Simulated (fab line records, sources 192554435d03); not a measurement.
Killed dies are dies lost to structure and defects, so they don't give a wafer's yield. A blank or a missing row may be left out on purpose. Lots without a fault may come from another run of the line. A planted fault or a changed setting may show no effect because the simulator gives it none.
Chamber matching | flow n5_finfet | N5_BEOL_M8_PECVD_70 on pecvd-01: 3 sister chambers
The step deposits SiO2 from TEOS/O2, target thk 20 nm, time 22.7 s. 3 wafers are shown with their chamber, then 7 later ones without.

WAFERS WITH THEIR CHAMBER
wafer  | chamber | throttle_valve_pct (%)
L597.5 | 1       | 23.1
L598.1 | 2       | 21.3
L598.2 | 0       | 23.1

WAFERS WITHOUT THEIR CHAMBER
wafer  | throttle_valve_pct (%)
L598.6 | 21.0
L599.1 | 22.9
L599.4 | 21.3
L599.5 | 23.0
L603.2 | 22.8
L603.3 | 22.9
L603.4 | 22.8

WHICH CHAMBER EACH WENT THROUGH
wafer  | from the rows above     | in truth
L598.6 | 2                       | 2
L599.1 | can't be placed: 0 or 1 | 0
L599.4 | 2                       | 2
L599.5 | can't be placed: 0 or 1 | 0
L603.2 | can't be placed: 0 or 1 | 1
L603.3 | can't be placed: 0 or 1 | 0
L603.4 | can't be placed: 0 or 1 | 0
Placed correctly: 2 of 7. Can't be placed from these rows: 5 (the true chamber is among the candidates in 5). Placed wrongly: 0.
How it was worked out, from the rows above alone: a wafer's distance from a chamber is the root of the sum, over the readings, of the square of ((its reading less the chamber's mean) divided by the reading's scatter). The wafer belongs to the nearest chamber; if the next one is less than 2 further off, it can't be placed. A chamber's mean is the mean of its shown wafers. The scatter: with one shown wafer a chamber, the root of the mean of the squares of how far each hidden wafer lies from its nearest shown one.
